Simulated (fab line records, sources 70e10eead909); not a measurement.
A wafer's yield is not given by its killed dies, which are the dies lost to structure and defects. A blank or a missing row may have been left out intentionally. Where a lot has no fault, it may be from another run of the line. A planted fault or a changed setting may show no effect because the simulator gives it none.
Chamber matching	flow nandHarc	aldMetal-01 running NHARC_P_CONTACT_ALD_22: 4 sister chambers
The step deposits TiN, target thk 3 nm, pulse time 1 s, ald cycles 150. 16 wafers are shown with their chamber, then 8 later ones without.

## EACH WAFER AND ITS CHAMBER
wafer	chamber	heaterPowerW (W)	precursorPulseHeightRel
L075.2	1	1201	0.945
L075.5	0	1102	1.011
L075.6	3	1252	1.010
L082.1	2	940	1.005
L082.4	3	1284	1.009
L082.5	2	932	0.973
L084.3	3	1293	1.013
L084.5	2	940	1.020
L084.6	3	1314	0.969
L089.1	1	1120	1.020
L089.3	2	951	0.942
L089.5	1	1133	0.980
L093.2	1	1134	1.013
L093.4	2	958	1.000
L093.5	2	953	1.003
L093.1	0	1116	1.005

SIGNATURES, as means of the wafers listed above
reading	chamber 0	chamber 1	chamber 2	chamber 3	scatter within a chamber
heaterPowerW	1109.00	1147.00	945.67	1285.75	23.4
precursorPulseHeightRel	1.00800	0.98950	0.99050	1.00025	0.0272
Rule: for a wafer and a chamber, the distance is found by dividing, reading by reading, the gap between the wafer's reading and the chamber's mean by the reading's scatter, squaring, summing and taking the root. If the next closest chamber is less than 2 further off than the closest, the wafer can't be placed; otherwise it belongs to the closest. How the scatter is found: for the shown wafers, subtract from each reading the mean of its chamber, square and add these, divide the total by (wafers less chambers), then take the root.

## WAFERS MISSING THEIR CHAMBER
wafer	heaterPowerW (W)	precursorPulseHeightRel
L093.3	1309	0.958
L093.6	1128	0.993
L095.1	1311	1.001
L095.2	1144	0.993
L095.3	1102	0.995
L095.4	969	0.979
L095.5	1298	0.988
L095.6	1072	0.962

## WHICH CHAMBER EACH ONE RAN IN
wafer	from the rows above	in truth
L093.3	3	3
L093.6	can't be placed: 1 or 0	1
L095.1	3	3
L095.2	can't be placed: 1 or 0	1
L095.3	can't be placed: 0 or 1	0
L095.4	2	2
L095.5	3	3
L095.6	can't be placed: 0 or 1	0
4 of 8 placed correctly. Can't be placed from these rows: 4 (the true chamber is among the candidates in 4). 0 placed wrongly.
